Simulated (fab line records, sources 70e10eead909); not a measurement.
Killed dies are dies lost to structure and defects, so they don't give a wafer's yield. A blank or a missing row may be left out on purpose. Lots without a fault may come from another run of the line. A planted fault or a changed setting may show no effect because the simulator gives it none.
One fault seen from 2 desks | flow nand_harc | each desk has only its own numbers; what lay behind them comes last

THE TOOL OWNER'S DESK: rie_diel-08
The tool's own readings at NHARC_A_CONTACT_ETCH_110 (etches the open film in CF4/O2, target depth 60 nm, overetch 6 nm, time 33 s): means of the sampled wafers that have a number, for each lot that ran on this tool. A lot is out of limits, marked OUT, if its mean lies more than 4 standard deviations from the usual mean; the brackets give that distance.
Columns: A = drypump_motor_current_A at NHARC_A_CONTACT_ETCH_110, usual 5.8 A; B = oes_f_703_au at NHARC_A_CONTACT_ETCH_110, usual 1.000 a.u.; C = oes_product_au at NHARC_A_CONTACT_ETCH_110, usual 0.998 a.u.; D = rf_vpp_V at NHARC_A_CONTACT_ETCH_110, usual 198.0 V; E = run_length_s at NHARC_A_CONTACT_ETCH_110, usual 54.3 s; F = showerhead_plenum_p_Torr at NHARC_A_CONTACT_ETCH_110, usual 1.35 Torr; G = throttle_valve_pct at NHARC_A_CONTACT_ETCH_110, usual 13.398 %
lot  | first seen here | A   | B     | C     | D     | E               | F    | G
L196 | day 23 09:58    | 6.0 | 1.001 | 1.003 | 198.6 | 54.3            | 1.40 | 13.398
L198 | day 23 17:20    | 5.9 | 0.999 | 1.005 | 197.7 | 53.8            | 1.36 | 13.407
L201 | day 25 08:14    | 5.7 | 0.997 | 1.001 | 197.3 | 54.2            | 1.29 | 13.391
L205 | day 27 02:32    | 6.1 | 1.000 | 1.004 | 198.7 | 53.8            | 1.35 | 13.395
L209 | day 28 18:29    | 5.5 | 0.998 | 0.989 | 197.4 | 54.6            | 1.30 | 13.397
L211 | day 29 16:04    | 6.0 | 1.000 | 1.010 | 198.2 | 52.8            | 1.33 | 13.399
L212 | day 29 22:32    | 5.9 | 1.000 | 1.005 | 196.3 | 52.0 (-5.9) OUT | 1.30 | 13.390
This desk's finding: out of limits on L212; first on L212, day 29 22:32 (run_length_s at NHARC_A_CONTACT_ETCH_110). In limits: L196, L198, L201, L205, L209, L211.

THE METROLOGY DESK
What the gauges read, lot by lot, whatever tool the lot ran on: means of the sampled wafers that have a number. A lot is out of limits, marked OUT, if its mean lies more than 4 standard deviations from the usual mean; the brackets give that distance.
Columns: A = cd_nm at NHARC_A_CONTACT_CD_MEAS_80, usual 289.5 nm
lot  | first seen here | A
L194 | day 22 12:49    | 288.6
L196 | day 22 22:43    | 289.3
L198 | day 23 08:37    | 289.8
L197 | day 23 16:59    | 288.7
L199 | day 23 17:18    | 289.3
L201 | day 25 01:01    | 290.1
L202 | day 25 07:14    | 289.3
L204 | day 25 21:02    | 290.2
L205 | day 26 15:22    | 289.6
L209 | day 28 10:40    | 289.2
L211 | day 29 04:41    | 289.4
L212 | day 29 14:17    | 289.5
L216 | day 30 22:16    | 289.6
This desk's finding: nothing out of limits on any of the 13 lots.

PUT TOGETHER
The tool owner's desk could have raised an alarm at day 29 22:32, on L212.
The metrology desk saw nothing out of limits.
The metrology desk has L212 on record, within its limits.
Of the lots named, all ran NHARC_A_CONTACT_ETCH_110 on rie_diel-08.

WHAT THE SIMULATOR HAD PUT IN
Process parameter drift: rie_diel-08, from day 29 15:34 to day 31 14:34, at NHARC_A_CONTACT_ETCH_110. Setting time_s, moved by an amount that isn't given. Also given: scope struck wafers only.
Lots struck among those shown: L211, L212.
Hours from the fault's start to each desk's first reading out of limits: the tool owner's desk, 7.
